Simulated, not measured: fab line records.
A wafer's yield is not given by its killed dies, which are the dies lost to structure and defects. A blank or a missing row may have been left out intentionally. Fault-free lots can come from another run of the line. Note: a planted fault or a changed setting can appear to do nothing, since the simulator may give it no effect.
fab line records	flow n5Finfet
record: lots: 10	wafers: 29	lastDay: 18
route steps=1938 shown BEOL_M4@1111 BEOL_M10@1515 BEOL_M11@1536 PASSIVATION@1936
lots with no fault: from the same line, run without faults
startH: hours from the record's opening day to when the first of the lot's shown wafers began	waitH: hours since the lot's step before	" the same as in the row above	L1.1+2: a single row standing in for several wafers	- either no value or no given start	* or withheld: withheld	< > ~ a bound
route shown NAME@n: a module of which the file shows steps, and the number in the route of the first	usual: mean/standard deviation taken from wafers without a fault	same: alike in all rows	chamber/n: place in a boat	sites: per-site readings	_std_site: the values' standard deviation	_edge_site: outer sites' mean less inner sites'	radiusMm: for every site, how far away it sits from the centre of the wafer	mask NAME#n: copy n	behind: the last tool/chamber to shape the wafer	hold: cause of the lot's hold/its duration in hours/its outcome	device: transistor that didn't switch, given as n, p or np	end of line: at the end of the route, the tests of the same wafers	a step given without rows: its recipe and nothing more	killed: dies that structure and defects cost at the first sort, which is not the same as the wafer's yield	map: a wafer's dies, x killed, . not, _ none there
set.NAME: the setting as run; set.NAME@STEP: as run at that earlier step	model.NAME: the simulator's own value behind a step, which no gauge read
the route's steps for a sample of lots (tables are steps, rows are wafers)
services: the hour from which a tool's chamber was out of use, counted from the record's first day as startH (under 0 if before that day), plus the number of hours and why
== steps ==
step: N5_BEOL_M4_RC_MEAS_101
usual: DIBL_N: 35.9/1.7	DIBL_P: 35.8/2.2	IOFF_N: 0.15/0.03	IOFF_P: 0.21/0.036	ION_N: 674/12	ION_P: 463/7.2	SS_N: 71.3/0.59	SS_P: 73.1/0.69	VT_N: 250/3	VT_P: -251/3.2
lot.wafer	tool	chamber	startH	waitH	DIBL_N[mV/V]	DIBL_P[mV/V]	IOFF_N[nA/um]	IOFF_P[nA/um]	ION_N[uA/um]	ION_P[uA/um]	SS_N[mV/dec]	SS_P[mV/dec]	VT_N[mV]	VT_P[mV]
L981.3	prober-02	0	160.58	0.3	35.6	36.5	0.14	0.22	673	468	72.2	74.0	250	-248
L981.4	"	0	"	"	35.3	36.0	0.14	0.20	678	464	71.1	73.4	250	-252
L981.5	"	0	"	"	33.9	34.0	0.12	0.17	674	462	71.0	73.0	253	-252
L983.4	prober-01	0	177.57	0.6	34.2	33.4	0.13	0.20	674	468	71.0	72.0	249	-251
L983.5	"	0	"	"	33.6	33.0	0.12	0.19	658	462	71.3	72.1	254	-250
L983.6	"	0	"	"	34.9	34.2	0.14	0.20	668	462	71.7	73.0	252	-249
L986.4	prober-02	0	186.36	0.5	34.0	33.5	0.12	0.19	662	460	70.9	72.6	253	-251
L986.5	"	0	"	"	36.1	35.7	0.16	0.22	679	470	70.9	72.7	248	-248
L986.6	"	0	"	"	35.6	35.3	0.13	0.20	662	464	70.7	72.9	252	-249
L987.2	prober-02	0	210.04	0.2	36.5	36.2	0.16	0.21	676	465	71.3	72.6	249	-251
L987.5	"	0	"	"	37.8	37.1	0.18	0.23	693	464	71.6	72.4	246	-248
L987.6	"	0	"	"	38.6	38.2	0.20	0.25	684	471	72.5	73.0	246	-247
L990.2	prober-02	0	237.47	0.2	35.7	36.3	0.16	0.18	688	465	71.5	73.7	248	-252
L990.4	"	0	"	"	35.1	34.5	0.14	0.16	663	446	70.4	73.5	249	-256
L999.1	prober-02	0	279.61	0.0	36.7	33.2	0.15	0.19	676	463	71.3	72.7	250	-251
L999.3	"	0	"	"	35.7	32.5	0.14	0.18	680	466	71.3	72.5	250	-253
L999.6	"	0	"	"	37.8	34.5	0.17	0.21	683	467	71.7	73.6	248	-251
L100.1	prober-01	0	292.19	0.0	33.5	33.8	0.13	0.19	670	464	70.4	72.4	250	-248
L100.3	"	0	"	"	32.6	31.7	0.11	0.17	645	447	70.0	72.1	252	-251
L100.6	"	0	"	"	36.3	35.8	0.17	0.22	681	468	71.0	73.4	251	-248
L102.1	prober-02	0	307.36	0.0	34.1	32.4	0.12	0.18	653	456	71.3	72.6	251	-252
L102.2	"	0	"	"	35.5	35.3	0.15	0.21	675	463	71.6	72.9	251	-254
L102.5	"	0	"	"	36.3	35.0	0.16	0.19	675	461	71.5	73.0	249	-253
L103.1	prober-02	0	310.02	0.0	35.8	36.1	0.15	0.21	673	461	71.4	73.9	248	-251
L103.3	"	0	"	"	37.6	38.6	0.19	0.25	686	467	72.0	74.6	246	-249
L103.4	"	0	"	"	34.1	33.2	0.12	0.16	665	455	70.5	72.6	255	-251
L104.1	prober-02	0	315.37	0.0	33.7	34.0	0.11	0.16	667	464	70.3	72.1	256	-255
L104.2	"	0	"	"	36.1	36.2	0.14	0.18	675	457	71.2	73.5	254	-251
L104.5	"	0	"	"	34.0	34.3	0.11	0.15	658	457	70.8	72.1	255	-255
step: N5_BEOL_M10_OCD_MEAS_38
usual: trenchDepthNm: 149.6/2.4
lot.wafer	tool	chamber	startH	waitH	trenchDepthNm
L981.3	ocd-02	-	215.86	-	149.3
L981.4	"	-	"	"	149.5
L981.5	"	-	"	"	147.3
L983.4	ocd-02	-	228.52	-	151.4
L983.5	"	-	"	"	148.6
L983.6	"	-	"	"	149.7
L986.4	ocd-02	-	232.51	-	148.1
L986.5	"	-	"	"	152.9
L986.6	"	-	"	"	150.4
L987.2	ocd-02	-	258.81	-	148.3
L987.5	"	-	"	"	147.9
L987.6	"	-	"	"	147.3
L990.2	ocd-02	-	294.72	-	151.1
L990.4	"	-	"	"	152.9
L999.1	ocd-02	-	333.79	-	155.4
L999.3	"	-	"	"	151.0
L999.6	"	-	"	"	150.2
L100.1	ocd-02	-	341.57	-	152.5
L100.3	"	-	"	"	153.5
L100.6	"	-	"	"	152.7
L102.1	ocd-02	-	359.61	-	150.8
L102.2	"	-	"	"	151.5
L102.5	"	-	"	"	151.4
L103.1	ocd-02	-	362.04	-	152.0
L103.3	"	-	"	"	147.9
L103.4	"	-	"	"	152.5
L104.1	ocd-01	-	372.34	-	148.5
L104.2	"	-	"	"	146.3
L104.5	"	-	"	"	148.7
step: N5_BEOL_M10_SPUTTER_48
recipe: material: Cu	targetThkA: 120	tempC: -20	biasV: 60	powerW: 26000	chamberPressurePa: 0.13	timeS: 2
usual: susceptorTempC: -19.98/0.1	throttleValvePct: 29.7/1.1
lot.wafer	tool	chamber	startH	waitH	susceptorTempC	throttleValvePct
L981.3	pvdSputter-01	-	218.24	0.1	-19.96	29.4
L981.4	"	-	"	"	-19.88	28.2
L981.5	"	-	"	"	-19.93	29.3
L983.4	pvdSputter-01	-	229.83	0.1	-20.00	29.4
L983.5	"	-	"	"	-20.04	30.3
L983.6	"	-	"	"	-20.11	30.5
L986.4	pvdSputter-02	-	234.29	0.1	-20.13	29.8
L986.5	"	-	"	"	-19.72	30.7
L986.6	"	-	"	"	-19.96	31.0
L987.2	pvdSputter-01	-	260.13	0.1	-19.75	30.8
L987.5	"	-	"	"	-20.00	29.6
L987.6	"	-	"	"	-20.02	28.1
L990.2	pvdSputter-02	-	296.71	0.5	-20.07	30.8
L990.4	"	-	"	"	-20.06	30.9
L999.1	pvdSputter-03	-	335.49	0.1	-19.92	30.1
L999.3	"	-	"	"	-19.85	28.8
L999.6	"	-	"	"	-20.11	30.5
L100.1	pvdSputter-02	-	343.54	0.1	-19.80	30.6
L100.3	"	-	"	"	-20.04	30.9
L100.6	"	-	"	"	-19.82	29.6
L102.1	pvdSputter-02	-	361.27	0.2	-19.84	30.9
L102.2	"	-	"	"	-20.05	30.4
L102.5	"	-	"	"	-19.96	31.0
L103.1	pvdSputter-01	-	363.37	0.1	-19.90	28.2
L103.3	"	-	"	"	-20.06	30.5
L103.4	"	-	"	"	-20.00	29.5
L104.1	pvdSputter-01	-	375.40	0.1	-19.99	30.7
L104.2	"	-	"	"	-20.07	30.6
L104.5	"	-	"	"	-20.06	29.3
step: N5_BEOL_M10_RS_MEAS_57
recipe: thkMeasGauge: four-point-probe	reads: Cu_of_BEOL_M10_ECD_50+Co_of_BEOL_M10_CVD_75+TaN_of_BEOL_M10_ALD_74
usual: M10_RS: 0.150/0.0031
lot.wafer	tool	chamber	startH	waitH	M10_RS[ohm/sq]
L981.3	filmMetro-01	-	219.23	0.1	0.151
L981.4	"	-	"	"	0.151
L981.5	"	-	"	"	0.153
L983.4	filmMetro-01	-	231.36	0.1	0.149
L983.5	"	-	"	"	0.153
L983.6	"	-	"	"	0.152
L986.4	filmMetro-02	-	236.22	0.0	0.152
L986.5	"	-	"	"	0.146
L986.6	"	-	"	"	0.149
L987.2	filmMetro-02	-	261.08	0.1	0.151
L987.5	"	-	"	"	0.152
L987.6	"	-	"	"	0.153
L990.2	filmMetro-02	-	297.79	0.1	0.147
L990.4	"	-	"	"	0.145
L999.1	filmMetro-01	-	336.45	0.1	0.145
L999.3	"	-	"	"	0.147
L999.6	"	-	"	"	0.150
L100.1	filmMetro-01	-	344.58	0.1	0.147
L100.3	"	-	"	"	0.147
L100.6	"	-	"	"	0.148
L102.1	filmMetro-02	-	362.39	0.1	0.147
L102.2	"	-	"	"	0.146
L102.5	"	-	"	"	0.147
L103.1	filmMetro-02	-	364.33	0.1	0.148
L103.3	"	-	"	"	0.153
L103.4	"	-	"	"	0.147
L104.1	filmMetro-01	-	376.78	0.1	0.150
L104.2	"	-	"	"	0.153
L104.5	"	-	"	"	0.151
step: N5_BEOL_M11_ILD_DEP_00
recipe: material: SiCOH_lowk	targetThkA: 3085.1	tempC: 300	precursor: DEMS/porogen	pressureTorr: 5	rfW: 500	timeS: 58
usual: heaterPowerW: 280/35	runLengthS: 100.9/0.6	showerheadPlenumPTorr: 5.738/0.014	susceptorTempC: 299.99/0.2	throttleValvePct: 13.7/0.63
lot.wafer	tool	chamber	startH	waitH	heaterPowerW	runLengthS	showerheadPlenumPTorr	susceptorTempC	throttleValvePct
L981.3	pecvd-02	1	219.29	0.0	328	100.2	5.737	300.35	12.7
L981.4	"	2	"	"	267	100.8	5.758	300.00	13.4
L981.5	"	0	"	"	254	100.1	5.729	300.12	13.4
L983.4	pecvd-01	0	231.45	0.1	290	100.3	5.718	300.11	14.4
L983.5	"	1	"	"	292	101.1	5.718	299.95	14.0
L983.6	"	0	"	"	297	101.1	5.727	300.14	14.7
L986.4	pecvd-02	2	236.31	0.1	221	101.4	5.759	300.13	13.4
L986.5	"	0	"	"	276	100.1	5.735	300.06	13.7
L986.6	"	1	"	"	313	100.5	5.742	300.08	12.8
L987.2	pecvd-02	1	261.14	0.0	322	100.7	5.730	300.09	13.1
L987.5	"	2	"	"	259	101.4	5.739	299.97	13.8
L987.6	"	0	"	"	280	100.2	5.729	300.02	13.5
L990.2	pecvd-02	1	297.85	0.0	311	100.8	5.735	299.99	12.5
L990.4	"	2	"	"	284	123.6	5.737	300.25	13.9
L999.1	pecvd-03	2	336.51	0.0	308	101.2	5.744	299.97	13.2
L999.3	"	0	"	"	356	100.4	5.727	299.95	14.3
L999.6	"	0	"	"	372	100.5	5.752	299.70	14.2
L100.1	pecvd-03	0	344.65	0.0	380	101.2	5.736	299.52	14.3
L100.3	"	2	"	"	326	101.5	5.741	299.78	12.9
L100.6	"	2	"	"	322	101.3	5.751	299.70	13.0
L102.1	pecvd-01	1	362.45	0.0	246	101.1	5.720	299.87	14.1
L102.2	"	2	"	"	213	101.9	5.723	300.09	13.6
L102.5	"	1	"	"	246	101.0	5.727	299.83	14.3
L103.1	pecvd-01	2	364.39	0.0	240	102.0	5.749	299.97	13.8
L103.3	"	0	"	"	247	100.2	5.718	300.04	14.6
L103.4	"	0	"	"	257	101.1	5.726	300.12	14.5
L104.1	pecvd-03	1	376.85	0.0	301	101.2	5.766	299.60	13.1
L104.2	"	0	"	"	381	100.6	5.727	300.06	14.1
L104.5	"	2	"	"	299	101.1	5.756	300.00	12.8
step: N5_BEOL_M11_THK_MEAS_01
recipe: reads: SiCOH_lowk_of_BEOL_M11_ILD_DEP_00
usual: M11_ILD_THK: 266/3.9
lot.wafer	tool	chamber	startH	waitH	M11_ILD_THK[nm]
L981.3	filmMetro-02	-	220.36	0.5	266
L981.4	"	-	"	"	268
L981.5	"	-	"	"	270
L983.4	filmMetro-02	-	232.04	0.2	266
L983.5	"	-	"	"	267
L983.6	"	-	"	"	265
L986.4	filmMetro-01	-	236.88	0.2	268
L986.5	"	-	"	"	266
L986.6	"	-	"	"	269
L987.2	filmMetro-02	-	261.73	0.4	260
L987.5	"	-	"	"	261
L987.6	"	-	"	"	263
L990.2	filmMetro-02	-	298.44	0.4	267
L990.4	"	-	"	"	373
L999.1	filmMetro-02	-	337.10	0.4	266
L999.3	"	-	"	"	267
L999.6	"	-	"	"	270
L100.1	filmMetro-01	-	345.28	0.4	264
L100.3	"	-	"	"	269
L100.6	"	-	"	"	271
L102.1	filmMetro-01	-	363.27	0.4	268
L102.2	"	-	"	"	264
L102.5	"	-	"	"	268
L103.1	filmMetro-01	-	365.04	0.4	267
L103.3	"	-	"	"	262
L103.4	"	-	"	"	267
L104.1	filmMetro-02	-	377.76	0.4	266
L104.2	"	-	"	"	271
L104.5	"	-	"	"	274
step: N5_PASSIVATION_PROBE_49
usual: defectLimitedYield: 91.0/1.5	killed_at_M0_to_M3: 35/12	killed_at_M4_up: 15/5.8	killedAtContacts: 14/7.2	killedAtFrontEnd: 40/10	killedAtOther: 3/3	killedDies: 106/18	killedOnRim: 14/4	killedOpen: 68/14	killedShort: 35/7.2	sort_bin_5_function: 5.2/0.96	sort_bin_6_memory: 3.3/0.69	sort_bin_8_speed: 0.00/0.022	sortNPass: 1074/18	sortYieldPct: 91.0/1.5
same: grossDies: 1180	killedAtBackSide: 0	sort_bin_4_leakage[%]: 0
lot.wafer	tool	chamber	startH	waitH	defectLimitedYield[%]	killed_at_M0_to_M3	killed_at_M4_up	killedAtContacts	killedAtFrontEnd	killedAtOther	killedDies	killedOnRim	killedOpen	killedShort	sort_bin_5_function[%]	sort_bin_6_memory[%]	sort_bin_8_speed[%]	sortNPass	sortYieldPct[%]
L981.3	prober-02	-	264.05	0.1	91.8	34	21	14	26	2	97	8	55	40	5.2	2.5	0	1083	91.8
L981.4	prober-02	-	264.10	0.2	90.3	27	21	28	38	0	114	16	69	45	4.9	4.7	0	1066	90.3
L981.5	prober-02	-	264.15	0.2	91.6	34	18	21	25	1	99	13	71	27	4.6	3.6	0	1081	91.6
L986.4	prober-01	-	293.27	0.3	90.5	47	8	17	38	2	112	12	64	40	5.2	3.2	0	1068	90.5
L986.5	prober-01	-	293.32	0.3	89.8	47	5	23	44	1	120	13	66	42	5.0	3.8	0	1060	89.8
L986.6	prober-01	-	293.37	0.4	89.9	61	7	9	37	5	119	12	65	50	5.4	4.3	0	1061	89.9
L990.2	prober-02	-	343.62	0.1	89.8	37	13	28	36	6	120	17	83	32	6.6	3.6	0	1060	89.8
L990.4	prober-02	-	343.72	0.2	0	29	1105	15	30	1	1180	152	75	32	95.8	3.8	0	0	0
L999.1	prober-02	-	381.40	0.0	90.8	29	17	12	48	3	109	16	64	39	5.4	3.2	0	1071	90.8
L999.3	prober-02	-	381.50	0.1	90.3	42	14	19	35	4	114	13	71	40	5.8	3.1	0	1066	90.3
L999.6	prober-02	-	381.65	0.3	87.6	60	14	13	59	0	146	22	85	48	6.3	4.9	0	1034	87.6
L102.1	prober-02	-	415.29	0.0	92.2	24	11	11	45	1	92	8	54	37	4.9	2.4	0	1088	92.2
L102.2	prober-02	-	415.34	0.1	92.2	15	12	14	48	3	92	14	64	23	4.6	2.9	0	1088	92.2
L102.5	prober-02	-	415.49	0.2	93.5	22	12	12	29	2	77	8	48	28	4.2	2.3	0	1103	93.5
L104.1	prober-02	-	424.96	0.0	91.7	23	7	10	43	15	98	9	65	33	4.9	3.1	0	1082	91.7
L104.2	prober-02	-	425.01	0.1	88.8	32	18	11	62	9	132	16	96	35	7.1	3.9	0	1048	88.8
L104.5	prober-02	-	425.16	0.2	88.6	37	15	9	62	11	134	23	89	43	6.4	4.5	0	1046	88.6
killed by level:class
L981.3 MOL_CONTACT_COAG:geometricParticle:open=10 BEOL_M0_SAQP:geometricParticle:short=8 BEOL_M3:geometricParticle:open=7 FIN_SAQP:geometricParticle:short=6 BEOL_M1:geometricParticle:open=5 BEOL_M0_SAQP:geometricParticle:open=5 BEOL_M4:geometricParticle:open=5 BEOL_M4:geometricParticle:short=5
L981.4 MOL_CONTACT_COAG:geometricParticle:open=22 FIN_SAQP:geometricParticle:short=12 FIN_SAQP:geometricParticle:open=12 BEOL_M0_SAQP:geometricParticle:open=9 BEOL_M0_SAQP:geometricParticle:short=8 GATE_CUT:geometricParticle:short=6 MOL_CONTACT_COAG:geometricParticle:short=6 BEOL_M5:geometricParticle:open=6
L981.5 MOL_CONTACT_COAG:geometricParticle:open=18 BEOL_M4:geometricParticle:open=10 BEOL_M0_SAQP:geometricParticle:open=8 BEOL_M1:geometricParticle:open=8 BEOL_M0_SAQP:geometricParticle:short=7 FIN_SAQP:geometricParticle:open=6 BEOL_M2:geometricParticle:open=4 FIN_CUT:geometricParticle:short=3
L986.4 BEOL_M0_SAQP:geometricParticle:open=16 BEOL_M0_SAQP:geometricParticle:short=15 MOL_CONTACT_COAG:geometricParticle:open=12 FIN_SAQP:geometricParticle:open=7 HKMG_FIN:areaEtch=7 FIN_SAQP:geometricParticle:short=6 MOL_CONTACT_COAG:geometricParticle:short=5 STARTING-WAFER:geometricParticle:open=5
L986.5 MOL_CONTACT_COAG:geometricParticle:open=20 BEOL_M0_SAQP:geometricParticle:open=17 BEOL_M0_SAQP:geometricParticle:short=17 HKMG_FIN:areaEtch=9 DUMMY_GATE:geometricParticle:open=6 FIN_SAQP:geometricParticle:open=5 DUMMY_GATE:geometricParticle:short=5 FIN_SAQP:geometricParticle:short=4
L986.6 BEOL_M0_SAQP:geometricParticle:open=17 BEOL_M0_SAQP:geometricParticle:short=13 FIN_SAQP:geometricParticle:short=9 BEOL_M2:geometricParticle:open=9 MOL_CONTACT_COAG:geometricParticle:open=7 BEOL_M1:geometricParticle:open=7 ILD0:geometricParticle:short=5 BEOL_M2:geometricParticle:short=5
L990.2 MOL_CONTACT_COAG:geometricParticle:open=25 BEOL_M2:geometricParticle:open=10 STI_FIN_REVEAL:geometricParticle:open=9 FIN_SAQP:geometricParticle:short=8 BEOL_M0_SAQP:geometricParticle:open=7 STARTING-WAFER:geometricParticle:open=5 FIN_SAQP:geometricParticle:open=4 BEOL_M0_SAQP:geometricParticle:short=4
L990.4 BEOL_M11:areaEtch=1072 BEOL_M4:geometricParticle:open=20 MOL_CONTACT_COAG:geometricParticle:open=13 FIN_SAQP:geometricParticle:short=11 BEOL_M3:geometricParticle:open=7 BEOL_M3:geometricParticle:short=5 BEOL_M0_SAQP:geometricParticle:short=5 BEOL_M8:geometricParticle:open=5
L999.1 FIN_SAQP:geometricParticle:open=11 BEOL_M0_SAQP:geometricParticle:short=11 MOL_CONTACT_COAG:geometricParticle:open=10 BEOL_M0_SAQP:geometricParticle:open=9 BEOL_M4:geometricParticle:open=7 STI_FIN_REVEAL:geometricParticle:open=7 GATE_CUT:geometricParticle:short=6 GATE_CUT:geometricParticle:open=5
L999.3 BEOL_M0_SAQP:geometricParticle:open=16 MOL_CONTACT_COAG:geometricParticle:open=14 BEOL_M0_SAQP:geometricParticle:short=12 BEOL_M1:geometricParticle:open=9 BEOL_M4:geometricParticle:open=9 FIN_SAQP:geometricParticle:short=7 FIN_SAQP:geometricParticle:open=5 STI_FIN_REVEAL:geometricParticle:open=4
L999.6 BEOL_M0_SAQP:geometricParticle:short=18 BEOL_M0_SAQP:geometricParticle:open=17 FIN_SAQP:geometricParticle:open=15 MOL_CONTACT_COAG:geometricParticle:open=9 BEOL_M4:geometricParticle:open=9 STI_FIN_REVEAL:geometricParticle:open=8 BEOL_M2:geometricParticle:open=7 HKMG_FIN:areaEtch=7
L102.1 FIN_SAQP:geometricParticle:short=14 BEOL_M0_SAQP:geometricParticle:open=9 DUMMY_GATE:geometricParticle:open=8 MOL_CONTACT_COAG:geometricParticle:open=8 FIN_SAQP:geometricParticle:open=5 BEOL_M5:geometricParticle:open=5 GATE_CUT:geometricParticle:short=4 BEOL_M0_SAQP:geometricParticle:short=4
L102.2 MOL_CONTACT_COAG:geometricParticle:open=11 FIN_SAQP:geometricParticle:open=10 FIN_SAQP:geometricParticle:short=8 STI_FIN_REVEAL:geometricParticle:open=8 DUMMY_GATE:geometricParticle:open=5 BEOL_M3:geometricParticle:open=5 BEOL_M5:geometricParticle:open=5 BEOL_M8:geometricParticle:open=4
L102.5 MOL_CONTACT_COAG:geometricParticle:open=10 BEOL_M0_SAQP:geometricParticle:short=10 STI_FIN_REVEAL:geometricParticle:open=9 BEOL_M0_SAQP:geometricParticle:open=5 BEOL_M5:geometricParticle:open=5 FIN_SAQP:geometricParticle:open=4 FIN_SAQP:geometricParticle:short=4 BEOL_M4:geometricParticle:open=4
L104.1 STI_FIN_REVEAL:geometricParticle:open=11 MOL_CONTACT_COAG:geometricParticle:open=8 FIN_SAQP:geometricParticle:short=7 FIN_SAQP:geometricParticle:open=6 GATE_CUT:geometricParticle:short=5 BEOL_M0_SAQP:geometricParticle:open=5 BEOL_M2:geometricParticle:open=5 GATE_CUT:geometricParticle:open=3
L104.2 STI_FIN_REVEAL:geometricParticle:open=18 FIN_SAQP:geometricParticle:open=12 BEOL_M4:geometricParticle:open=11 BEOL_M2:geometricParticle:open=10 BEOL_M0_SAQP:geometricParticle:open=9 MOL_CONTACT_COAG:geometricParticle:open=9 BEOL_M0_SAQP:geometricParticle:short=7 FIN_SAQP:geometricParticle:short=5
L104.5 STI_FIN_REVEAL:geometricParticle:open=19 BEOL_M3:geometricParticle:open=10 BEOL_M2:geometricParticle:open=9 FIN_SAQP:geometricParticle:short=8 BEOL_M4:geometricParticle:open=8 BEOL_M0_SAQP:geometricParticle:open=8 FIN_SAQP:geometricParticle:open=7 GATE_CUT:geometricParticle:short=6
== services ==
tool	chamber	startH	hours	kind
pecvd-03	1	194.54	5.5	scheduledDown
pecvd-03	2	202.38	-	clean
pecvd-03	2	202.38	-	consumableReplace:showerhead
pecvd-03	2	202.38	29.0	scheduledDown
pecvd-03	2	202.38	29.0	ventCycle
pecvd-01	2	230.65	5.5	scheduledDown
pecvd-01	-	255.84	5.9	repair
pecvd-03	-	327.41	6.0	pm
pecvd-03	-	338.83	1.1	repair
pecvd-02	1	352.09	16.5	scheduledDown
pecvd-01	-	372.09	0.5	repair
pecvd-02	0	373.17	21.0	repair
== key ==
firstSign: step: N5_BEOL_M11_ILD_DEP_00	reading: runLengthS	direction: up	sigmas: 38	usual: *	struck: *
effect: step: N5_BEOL_M11_THK_MEAS_01	reading: M11_ILD_THK	direction: up	sigmas: 28	usual: 266	struck: 373
effect: step: N5_PASSIVATION_PROBE_49	reading: killed_at_M4_up	direction: up	sigmas: 99+	usual: 15	struck: 1105
moreKillsBornAt: N5_BEOL_M11_ETCH_41@rieDiel-03: 1072
metAt N5_BEOL_M11_ILD_DEP_00
struckLots L990
struckWafers L990.4
laterRowsLeftOut L990.4
notActingAt N5_BEOL_M10_OCD_MEAS_38,N5_BEOL_M10_SPUTTER_48,N5_BEOL_M10_RS_MEAS_57
onsetBetween 261.14 297.85
fault: kind: processParameterDrift	tool: pecvd-02	chamber: -	onsetH: 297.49	steps: N5_BEOL_M11_ILD_DEP_00	channel: timeS	offset: *	shape: step	endH: 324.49	scope: struckWafersOnly	actsIn: *	stated: *
laterRowsLeftOut: the simulator's readings of these wafers behind a module that went badly wrong aren't trusted and aren't shown, but for the sort
